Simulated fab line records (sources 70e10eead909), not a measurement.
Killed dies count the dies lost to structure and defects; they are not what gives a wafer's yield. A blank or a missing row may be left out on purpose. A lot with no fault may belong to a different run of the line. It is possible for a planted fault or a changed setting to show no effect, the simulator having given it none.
Which of the tools did it?    flow nand harc    24 lots with 72 wafers sampled at 6 steps, on a route of 1159 steps

WHAT THE GAUGES SHOWED, per wafer
NHARC_P_GATE_INSPECT_28.
lot   measured      on                 raw defect count
L075  day 4 18:52   defect inspect-02  6 8 9
L074  day 4 19:32   defect inspect-02  5 11 11
L077  day 5 07:37   defect inspect-02  10 9 17
L076  day 5 08:05   defect inspect-02  11 8 4
L078  day 5 18:38   defect inspect-01  6 5 5
L079  day 5 19:02   defect inspect-01  3 7 8
L082  day 6 12:52   defect inspect-01  14 9 3
L081  day 6 12:53   defect inspect-02  4 7 5
L080  day 6 13:36   defect inspect-02  2 6 9
L083  day 6 22:08   defect inspect-02  10 6 11
L084  day 7 08:19   defect inspect-01  7 6 3
L086  day 7 20:17   defect inspect-02  6 5 6
L085  day 7 20:42   defect inspect-02  10 3 7
L089  day 8 00:08   defect inspect-02  4 10 5
L088  day 8 01:34   defect inspect-01  10 8 9
L087  day 8 02:00   defect inspect-02  2 2 8
L090  day 8 18:10   defect inspect-01  4 7 6
L091  day 8 22:17   defect inspect-02  5 2 2
L092  day 9 05:02   defect inspect-01  9 12 8
L094  day 9 12:22   defect inspect-02  1 4 4
L093  day 9 12:31   defect inspect-01  7 10 7
L095  day 9 23:15   defect inspect-02  8 9 4
L096  day 9 23:56   defect inspect-02  5 6 6
L097  day 10 12:02  defect inspect-01  4 4 7

NHARC_P_GATE_CD_MEAS_33.
lot   measured      on         cd nm (nm)
L075  day 4 19:55   cd sem-01  120.3 120.5 120.9
L074  day 4 20:28   cd sem-02  119.4 121.0 120.1
L077  day 5 08:40   cd sem-01  122.1 121.0 122.7
L076  day 5 09:07   cd sem-03  121.7 117.3 117.7
L078  day 5 19:36   cd sem-02  120.8 120.9 125.1
L079  day 5 19:55   cd sem-01  117.5 118.2 118.3
L082  day 6 13:50   cd sem-03  117.3 115.2 115.4
L081  day 6 14:24   cd sem-01  120.5 120.3 121.8
L080  day 6 14:36   cd sem-03  121.0 120.0 118.3
L083  day 6 23:05   cd sem-01  120.0 120.8 120.6
L084  day 7 09:47   cd sem-03  125.0 118.8 116.9
L086  day 7 21:52   cd sem-02  120.2 123.8 117.2
L085  day 7 22:04   cd sem-02  117.6 121.8 120.4
L089  day 8 01:08   cd sem-03  119.1 120.1 119.6
L088  day 8 03:13   cd sem-02  119.4 118.6 119.9
L087  day 8 03:38   cd sem-03  120.6 122.2 117.1
L090  day 8 19:02   cd sem-01  119.6 117.6 120.0
L091  day 8 23:25   cd sem-01  117.1 116.3 119.6
L092  day 9 05:59   cd sem-01  123.4 116.5 117.7
L094  day 9 13:17   cd sem-02  120.2 118.7 116.6
L093  day 9 13:35   cd sem-03  121.0 118.0 118.5
L095  day 10 00:49  cd sem-01  117.3 118.4 120.3
L096  day 10 00:55  cd sem-03  117.9 117.8 120.2
L097  day 10 12:58  cd sem-02  121.0 117.5 120.6

NHARC_P_M0_INSPECT_11.
lot   measured      on                 raw defect count
L075  day 6 04:35   defect inspect-01  3 6 2
L074  day 6 05:14   defect inspect-02  7 11 8
L077  day 6 08:22   defect inspect-02  4 3 7
L076  day 6 13:16   defect inspect-01  2 4 4
L078  day 6 19:07   defect inspect-02  6 0 3
L079  day 6 19:48   defect inspect-02  5 2 5
L082  day 7 17:32   defect inspect-01  5 6 2
L081  day 7 18:01   defect inspect-02  4 2 0
L080  day 7 18:34   defect inspect-02  2 3 7
L083  day 8 02:38   defect inspect-02  7 3 5
L084  day 8 11:16   defect inspect-01  2 2 1
L086  day 8 22:52   defect inspect-02  4 6 6
L085  day 8 23:25   defect inspect-02  5 3 13
L089  day 9 01:40   defect inspect-01  2 3 3
L088  day 9 10:18   defect inspect-01  3 1 2
L087  day 9 04:24   defect inspect-01  1 2 2
L090  day 10 02:03  defect inspect-02  5 4 1
L091  day 10 02:28  defect inspect-02  4 5 2
L092  day 10 07:59  defect inspect-02  4 3 2
L094  day 10 15:00  defect inspect-02  1 2 1
L093  day 10 13:05  defect inspect-02  3 1 6
L095  day 11 00:05  defect inspect-01  2 4 5
L096  day 11 04:59  defect inspect-02  1 4 6
L097  day 11 13:20  defect inspect-01  6 4 7

WHAT TOOL EACH LOT RAN ON (gives the tool, then ch and the chambers of the sampled wafers, and finally the start)
lot   NHARC_P_GATE_STRIP_101              NHARC_P_GATE_DESCUM_93              NHARC_P_GATE_STRIP_95
L075  rie diel-05 ch 1,2,3, day 5 05:53   rie diel-03 ch 0,1,3, day 5 10:21   plasma asher-02 ch 0,1, day 5 11:28
L074  rie diel-05 ch 0,2,3, day 5 06:32   rie diel-03 ch 0,1,3, day 5 11:19   plasma asher-02 ch 0,1, day 5 12:41
L077  rie diel-03 ch 0,3, day 5 18:47     rie diel-05 ch 0,1,3, day 5 23:24   plasma asher-01 ch 1, day 6 00:29
L076  rie diel-03 ch 1,2,3, day 5 19:10   rie diel-03 ch 0,2,3, day 5 23:53   plasma asher-02 ch 0,1, day 6 00:58
L078  rie diel-03 ch 0,2, day 6 05:44     rie diel-05 ch 0,1,3, day 6 10:11   plasma asher-02 ch 0,1, day 6 11:15
L079  rie diel-05 ch 1,3, day 6 06:06     rie diel-05 ch 1,3, day 6 10:44     plasma asher-01 ch 0,1, day 6 11:47
L082  rie diel-03 ch 0,1,2, day 6 23:55   rie diel-13 ch 0,1,2, day 7 05:17   plasma asher-02 ch 0,1, day 7 06:22
L081  rie diel-03 ch 0,1,3, day 7 00:26   rie diel-13 ch 0,1,3, day 7 05:41   plasma asher-01 ch 0,1, day 7 06:46
L080  rie diel-05 ch 1,3, day 7 01:09     rie diel-13 ch 1,2,3, day 7 05:50   plasma asher-02 ch 0,1, day 7 07:08
L083  rie diel-03 ch 0,1,3, day 7 09:06   rie diel-13 ch 1,2,3, day 7 13:31   plasma asher-02 ch 0,1, day 7 14:36
L084  rie diel-03 ch 1,2,3, day 7 20:05   rie diel-13 ch 0,1,2, day 8 00:45   plasma asher-01 ch 0,1, day 8 01:52
L086  rie diel-13 ch 0,3, day 8 07:55     rie diel-05 ch 0,1,3, day 8 12:30   plasma asher-02 ch 0,1, day 8 13:37
L085  rie diel-03 ch 0,1,3, day 8 08:16   rie diel-03 ch 0,2,3, day 8 12:57   plasma asher-01 ch 0,1, day 8 14:17
L089  rie diel-13 ch 2,3, day 8 11:22     rie diel-05 ch 0,2,3, day 8 16:04   plasma asher-01 ch 0,1, day 8 17:49
L088  rie diel-13 ch 0,1,3, day 8 16:33   rie diel-13 ch 1,2,3, day 8 22:15   plasma asher-01 ch 0,1, day 8 23:43
L087  rie diel-13 ch 0,1, day 8 14:27     rie diel-03 ch 0,1,2, day 8 19:38   plasma asher-01 ch 0,1, day 8 20:43
L090  rie diel-03 ch 0,1,2, day 9 07:20   rie diel-03 ch 0,2,3, day 9 11:57   plasma asher-02 ch 0,1, day 9 13:01
L091  rie diel-05 ch 0,1,3, day 9 09:35   rie diel-03 ch 0,2,3, day 9 14:02   plasma asher-01 ch 0,1, day 9 15:08
L092  rie diel-13 ch 1,2, day 9 18:08     rie diel-03 ch 0,1,3, day 9 22:48   plasma asher-01 ch 0,1, day 9 23:51
L094  rie diel-13 ch 0,1,3, day 10 01:35  rie diel-05 ch 0,1, day 10 06:11    plasma asher-02 ch 0,1, day 10 07:21
L093  rie diel-05 ch 0,1, day 9 23:44     rie diel-05 ch 0,3, day 10 04:14    plasma asher-01 ch 0,1, day 10 05:20
L095  rie diel-13 ch 1,2,3, day 10 10:50  rie diel-03 ch 0,1,2, day 10 15:26  plasma asher-01 ch 0,1, day 10 16:31
L096  rie diel-05 ch 0,1,2, day 10 10:56  rie diel-13 ch 0,3, day 10 15:47    plasma asher-02 ch 0,1, day 10 16:52
L097  rie diel-05 ch 1,2,3, day 10 23:02  rie diel-03 ch 0,1, day 11 03:37    plasma asher-02 ch 0,1, day 11 04:41
- NHARC_P_GATE_STRIP_101: strips in O2, time 20 s.
- NHARC_P_GATE_DESCUM_93: chemistry O2, time 3 s.
- NHARC_P_GATE_STRIP_95: strips in O2.

AS READ BY THE TOOLS THEMSELVES (means over the sampled wafers that have a number; for cases with no such wafer, the mark the record gives instead)
NHARC_P_GATE_STRIP_101.
lot   tool         drypump motor current A (A)  mfc ar sccm (sccm)  oes product au (a.u.)  rf vpp V (V)  showerhead plenum p Torr (Torr)  throttle valve pct (%)
L075  rie diel-05  5.5                          0.003               0.994                  58.2          3.57                             17.033
L074  rie diel-05  5.8                          0.003               0.997                  58.6          3.62                             17.032
L077  rie diel-03  5.4                          0.005               0.996                  58.0          3.47                             17.043
L076  rie diel-03  5.8                          0.010               1.002                  57.8          3.46                             17.038
L078  rie diel-03  5.7                          0.023               0.994                  57.9          3.69                             17.039
L079  rie diel-05  5.5                          0.005               0.994                  58.6          3.49                             17.037
L082  rie diel-03  5.9                          0.013               1.006                  57.1          3.55                             17.044
L081  rie diel-03  5.7                          0.003               0.999                  57.6          3.39                             17.028
L080  rie diel-05  5.4                          0.003               1.002                  57.7          3.56                             17.030
L083  rie diel-03  5.7                          0.003               1.002                  57.8          3.39                             17.036
L084  rie diel-03  5.8                          0.010               0.998                  57.8          3.45                             17.041
L086  rie diel-13  5.8                          0.003               0.992                  57.2          3.47                             17.042
L085  rie diel-03  5.7                          0.003               0.996                  58.2          3.39                             17.044
L089  rie diel-13  5.6                          0.016               1.000                  57.0          3.54                             17.030
L088  rie diel-13  5.8                          0.003               0.990                  58.0          3.39                             17.033
L087  rie diel-13  5.7                          0.000               0.988                  57.3          3.47                             17.037
L090  rie diel-03  5.9                          0.013               0.997                  57.9          3.54                             17.035
L091  rie diel-05  5.7                          0.006               0.986                  57.9          3.53                             17.039
L092  rie diel-13  5.6                          0.007               0.991                  57.8          3.43                             17.034
L094  rie diel-13  5.8                          0.003               0.982                  57.1          3.39                             17.035
L093  rie diel-05  6.1                          0.009               0.998                  57.9          3.50                             17.038
L095  rie diel-13  5.7                          0.009               0.990                  57.7          3.42                             17.033
L096  rie diel-05  5.9                          0.006               0.986                  57.7          3.52                             17.041
L097  rie diel-05  5.5                          0.003               0.987                  57.9          3.54                             17.037

NHARC_P_GATE_DESCUM_93.
lot   tool         drypump motor current A (A)  mfc ar sccm (sccm)  oes product au (a.u.)  rf vpp V (V)  showerhead plenum p Torr (Torr)  throttle valve pct (%)
L075  rie diel-03  5.7                          0.003               1.005                  58.1          1.84                             11.305
L074  rie diel-03  5.7                          0.003               0.996                  57.6          1.84                             11.306
L077  rie diel-05  5.7                          0.006               0.998                  57.9          1.92                             11.307
L076  rie diel-03  5.5                          0.013               0.993                  58.4          1.92                             11.308
L078  rie diel-05  5.7                          0.006               0.995                  58.1          1.92                             11.317
L079  rie diel-05  5.4                          0.003               1.001                  57.6          1.94                             11.321
L082  rie diel-13  5.6                          0.007               0.999                  57.4          1.91                             11.317
L081  rie diel-13  5.8                          0.003               0.980                  57.1          1.84                             11.313
L080  rie diel-13  5.7                          0.009               0.994                  57.0          1.86                             11.323
L083  rie diel-13  5.7                          0.009               0.991                  57.2          1.86                             11.313
L084  rie diel-13  5.6                          0.007               0.989                  57.6          1.91                             11.315
L086  rie diel-05  5.7                          0.006               0.988                  57.7          1.91                             11.307
L085  rie diel-03  5.5                          0.013               0.988                  58.1          1.91                             11.308
L089  rie diel-05  5.8                          0.003               0.991                  57.4          1.96                             11.312
L088  rie diel-13  5.7                          0.009               0.983                  57.4          1.85                             11.313
L087  rie diel-03  5.9                          0.013               0.986                  56.8          1.92                             11.300
L090  rie diel-03  5.5                          0.013               0.999                  57.4          1.91                             11.307
L091  rie diel-03  5.5                          0.013               1.005                  57.6          1.91                             11.305
L092  rie diel-03  5.7                          0.003               0.999                  56.9          1.83                             11.309
L094  rie diel-05  5.8                          0.008               1.004                  56.8          1.87                             11.312
L093  rie diel-05  6.0                          0.006               1.002                  57.1          1.94                             11.322
L095  rie diel-03  5.9                          0.013               1.007                  57.9          1.92                             11.309
L096  rie diel-13  5.9                          0.005               0.995                  58.1          1.83                             11.312
L097  rie diel-03  5.8                          0.005               1.002                  57.6          1.88                             11.309

NHARC_P_GATE_STRIP_95.
lot   tool             drypump motor current A (A)  heater power w (W)  rf refl power W (W)
L075  plasma asher-02  5.90                         316                 18
L074  plasma asher-02  5.86                         314                 17
L077  plasma asher-01  5.21                         366                 15
L076  plasma asher-02  5.86                         317                 17
L078  plasma asher-02  5.94                         310                 17
L079  plasma asher-01  5.37                         381                 20
L082  plasma asher-02  5.86                         316                 20
L081  plasma asher-01  5.37                         376                 19
L080  plasma asher-02  5.89                         312                 21
L083  plasma asher-02  5.89                         313                 19
L084  plasma asher-01  5.38                         371                 20
L086  plasma asher-02  5.89                         310                 20
L085  plasma asher-01  5.30                         374                 17
L089  plasma asher-01  5.30                         372                 17
L088  plasma asher-01  5.38                         380                 20
L087  plasma asher-01  5.38                         381                 19
L090  plasma asher-02  5.89                         302                 17
L091  plasma asher-01  5.29                         368                 18
L092  plasma asher-01  5.38                         376                 20
L094  plasma asher-02  5.87                         313                 20
L093  plasma asher-01  5.28                         379                 18
L095  plasma asher-01  5.38                         381                 21
L096  plasma asher-02  5.90                         307                 17
L097  plasma asher-02  5.91                         306                 17

THE ANSWER, worked out from the rows above alone
Rule: the lots themselves supply what counts as usual. The widest of any qualifying gaps counts: lots, ordered by their means at a reading, are off when they make up no more than a third of the lots, leave a main group of 4 or more, and stand apart from it by 3 or more times the standard deviation of that group's means. The tables above print the reading to a certain number of digits; a main group whose means all agree to those digits is not used. A lot without any number at a reading at which 4 lots or more have one is off too. Where the step has rows for the other lots, those lots are counted as sound. Order of review: gauges by route order, followed by the tools' own readings, for which a lot's mean as printed above is used. The first step at which some lot is off is used, and at that step the reading that is off furthest; a lot without a number counts as furthest.
Nothing can be told from this: no lot is off at any reading shown.

WHAT THE SIMULATOR HAD PUT IN
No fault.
